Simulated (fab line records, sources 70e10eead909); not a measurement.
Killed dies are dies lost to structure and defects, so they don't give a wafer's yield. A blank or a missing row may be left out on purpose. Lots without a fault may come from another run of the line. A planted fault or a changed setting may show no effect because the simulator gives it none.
Chamber matching | flow nand_harc | NHARC_P_M0_STRIP_18 on rie_diel-02: 4 sister chambers
The step strips in N2/H2. 8 wafers are shown with their chamber, then 10 later ones without.

WAFERS WITH THEIR CHAMBER
wafer  | chamber | drypump_motor_current_A (A) | oes_product_au (a.u.)
L088.1 | 3       | 5.5                         | 0.991
L088.3 | 0       | 5.5                         | 1.000
L093.2 | 0       | 5.5                         | 0.995
L093.3 | 1       | 6.1                         | 1.004
L092.4 | 1       | 6.1                         | 1.002
L092.6 | 2       | 6.0                         | 1.014
L094.1 | 2       | 6.1                         | 1.002
L094.3 | 3       | 5.5                         | 1.001

WAFERS WITHOUT THEIR CHAMBER
wafer  | drypump_motor_current_A (A) | oes_product_au (a.u.)
L094.5 | 5.5                         | 0.998
L095.3 | 6.1                         | 1.006
L095.5 | 6.0                         | 1.014
L095.6 | 6.0                         | 1.006
L097.2 | 6.1                         | 1.010
L097.3 | 6.1                         | 1.000
L097.5 | 6.1                         | 1.009
L097.1 | 5.5                         | 1.004
L097.4 | 5.5                         | 0.996
L097.6 | 5.5                         | 0.998

WHICH CHAMBER EACH WENT THROUGH
wafer  | from the rows above     | in truth
L094.5 | can't be placed: 0 or 3 | 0
L095.3 | can't be placed: 1 or 2 | 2
L095.5 | can't be placed: 2 or 1 | 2
L095.6 | can't be placed: 2 or 1 | 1
L097.2 | can't be placed: 1 or 2 | 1
L097.3 | can't be placed: 1 or 2 | 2
L097.5 | can't be placed: 1 or 2 | 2
L097.1 | can't be placed: 0 or 3 | 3
L097.4 | can't be placed: 3 or 0 | 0
L097.6 | can't be placed: 0 or 3 | 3
Placed correctly: 0 of 10. Can't be placed from these rows: 10 (the true chamber is among the candidates in 10). Placed wrongly: 0.
How it was worked out, from the rows above alone: a wafer's distance from a chamber is the root of the sum, over the readings, of the square of ((its reading less the chamber's mean) divided by the reading's scatter). The wafer belongs to the nearest chamber; if the next one is less than 2 further off, it can't be placed. A chamber's mean is the mean of its shown wafers. The scatter: the root of (the sum of the squares of (reading less its chamber's mean) over the shown wafers, divided by (wafers less chambers)).
